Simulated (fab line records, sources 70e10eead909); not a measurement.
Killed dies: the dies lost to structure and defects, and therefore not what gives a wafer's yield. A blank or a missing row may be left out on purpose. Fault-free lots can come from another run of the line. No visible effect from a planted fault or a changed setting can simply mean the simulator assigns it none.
Which tool did it? -- flow nand-harc -- 6 lots with 18 wafers sampled at 4 steps, on a route of 1159 steps

== WHAT EACH GAUGE READ, for each wafer ==
NHARC_END_SORT_01.
lot,measured,on,killed-at-other
L285,day 19 18:47,prober-01,2 4 2
L289,day 20 03:19,prober-01,0 1 1
L295,day 21 17:27,prober-01,0 0 0
L297,day 22 13:55,prober-02,655 0 2
L302,day 23 10:17,prober-01,2 1 0
L304,day 23 19:01,prober-02,0 0 0

== TOOL THAT RAN EACH LOT (tool first, then ch and the chambers of the sampled wafers, then the start) ==
lot,NHARC_A_M1_CMP_23,NHARC_A_BONDPAD_DEGAS_25,NHARC_THIN_TSV_PVD_24
L285,"cmp-04 ch 2,3, day 18 03:29","pvd-sputter-03, day 18 07:05","pvd-sputter-01, day 19 04:08"
L289,"cmp-04 ch 1,2, day 18 09:19","pvd-sputter-03, day 18 12:45","pvd-sputter-01, day 19 10:51"
L295,"cmp-03 ch 2,3, day 20 06:58","pvd-sputter-01, day 20 10:40","pvd-sputter-01, day 21 08:02"
L297,"cmp-02 ch 0,2,3, day 20 23:16","pvd-sputter-01, day 21 02:56","pvd-sputter-03, day 22 01:40"
L302,"cmp-03 ch 2,3, day 21 20:36","pvd-sputter-03, day 22 00:22","pvd-sputter-02, day 23 00:50"
L304,"cmp-04 ch 0,3, day 22 02:43","pvd-sputter-03, day 22 06:16","pvd-sputter-01, day 23 05:16"
- NHARC_A_M1_CMP_23: polishes, t overpolish 20 s, target thk 154.34 nm.
- NHARC_A_BONDPAD_DEGAS_25: time 60 s.
- NHARC_THIN_TSV_PVD_24: deposits Al, target thk 800 nm.

== THE ANSWER, worked out from the rows above alone ==
Rule: usual is defined by the lots themselves. The widest of any qualifying gaps counts: lots, ordered by their means at a reading, are off when they make up no more than a third of the lots, leave a main group of 4 or more, and stand apart from it by 3 or more times the standard deviation of that group's means. A main group is skipped when, at the precision printed for the reading in the tables above, its means are all equal. A lot without any number at a reading at which 4 lots or more have one is off too. Where the step has rows for the other lots, those lots are counted as sound.
Off: L297, at NHARC_END_SORT_01 (killed-at-other). Mean 0.9 and standard deviation 0.98 in the main group.
A tool fits if, at a process step before that reading, it ran every lot that is off, and no sound lot after the first of them. Gauges at NHARC_END_SORT_01: tried the same way as those tools. Can't be told from this: 3 tools fit, cmp-02 at NHARC_A_M1_CMP_23, pvd-sputter-01 at NHARC_A_BONDPAD_DEGAS_25, pvd-sputter-03 at NHARC_THIN_TSV_PVD_24.

== WHAT HAD BEEN PUT IN BY THE SIMULATOR ==
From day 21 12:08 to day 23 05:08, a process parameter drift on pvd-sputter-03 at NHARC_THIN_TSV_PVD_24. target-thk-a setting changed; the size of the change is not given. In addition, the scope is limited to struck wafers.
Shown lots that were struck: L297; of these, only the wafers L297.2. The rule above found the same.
